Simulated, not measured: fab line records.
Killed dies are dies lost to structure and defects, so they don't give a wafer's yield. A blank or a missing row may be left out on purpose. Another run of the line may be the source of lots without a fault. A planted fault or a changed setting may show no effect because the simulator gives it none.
Chamber matching | flow nandHarc | NHARC_A_CONTACT_ALD_18 on aldMetal-04 has 4 sister chambers
The step deposits TiN, target thk 3 nm, pulse time 1 s, ald cycles 150. 20 wafers are shown with their chamber, then 9 later ones without.

## EACH WAFER AND ITS CHAMBER
wafer  | chamber | heaterPowerW (W) | susceptorTempC (C) | precursorPulseHeightRel
L074.2 | 0       | 1198             | 450.40             | 0.998
L074.4 | 1       | 1213             | 450.31             | 1.023
L074.5 | 3       | 1134             | 450.11             | 0.965
L076.1 | 3       | 1133             | 450.23             | 1.005
L076.2 | 0       | 1258             | 450.26             | 1.038
L076.5 | 2       | 1225             | 449.87             | 0.989
L079.4 | 3       | 1149             | 450.08             | 1.005
L079.5 | 1       | 1174             | 450.00             | 1.003
L079.6 | 2       | 1193             | 449.98             | 0.993
L083.2 | 2       | 1192             | 450.14             | 0.945
L083.3 | 3       | 1131             | 450.01             | 1.016
L085.1 | 3       | 1144             | 450.07             | 1.022
L085.2 | 2       | 1198             | 450.30             | 0.973
L085.6 | 0       | 1222             | 449.99             | 0.995
L090.2 | 2       | 1236             | 449.95             | 1.010
L090.3 | 0       | 1221             | 450.55             | 1.000
L090.4 | 1       | 1161             | 449.83             | 1.005
L089.1 | 3       | 1146             | 450.26             | 1.006
L089.2 | 1       | 1188             | 449.94             | 1.007
L089.5 | 3       | 1148             | 449.86             | 0.970

SIGNATURES, as means of the wafers listed above
reading                 | chamber 0 | chamber 1 | chamber 2 | chamber 3 | scatter within a chamber
heaterPowerW            | 1224.75   | 1184.00   | 1208.80   | 1140.71   | 18.3
susceptorTempC          | 450.3000  | 450.0200  | 450.0480  | 450.0886  | 0.181
precursorPulseHeightRel | 1.00775   | 1.00950   | 0.98200   | 0.99843   | 0.0206
Rule: a wafer's distance from a chamber is the root of the sum, over the readings, of the square of ((its reading less the chamber's mean) divided by the reading's scatter). If the next closest chamber is less than 2 further off than the closest, the wafer can't be placed; otherwise it belongs to the closest. The scatter: the root of (the sum of the squares of (reading less its chamber's mean) over the shown wafers, divided by (wafers less chambers)).

## WAFERS WITH NO CHAMBER GIVEN
wafer  | heaterPowerW (W) | susceptorTempC (C) | precursorPulseHeightRel
L091.1 | 1163             | 449.92             | 1.022
L091.2 | 1210             | 450.12             | 0.993
L091.6 | 1190             | 450.36             | 0.996
L096.1 | 1219             | 449.75             | 1.005
L096.3 | 1157             | 449.61             | 1.016
L096.4 | 1170             | 450.11             | 1.020
L095.2 | 1240             | 449.73             | 0.999
L095.4 | 1190             | 449.77             | 0.967
L095.5 | 1167             | 450.11             | 0.997

## EACH ONE'S CHAMBER
wafer  | from the rows above               | in truth
L091.1 | can't be placed: 1 or 3 or 2      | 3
L091.2 | can't be placed: 2 or 0 or 1      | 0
L091.6 | can't be placed: 0 or 1 or 2 or 3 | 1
L096.1 | can't be placed: 2 or 1 or 0      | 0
L096.3 | can't be placed: 1 or 3 or 2      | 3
L096.4 | can't be placed: 1 or 3 or 2      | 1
L095.2 | can't be placed: 2 or 0 or 1      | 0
L095.4 | can't be placed: 2 or 1 or 3      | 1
L095.5 | can't be placed: 1 or 3 or 2      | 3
Correct placement for 0 of the 9. Unplaceable from these rows: 9, with the true chamber sitting among the candidates in 9. 0 placed wrongly.
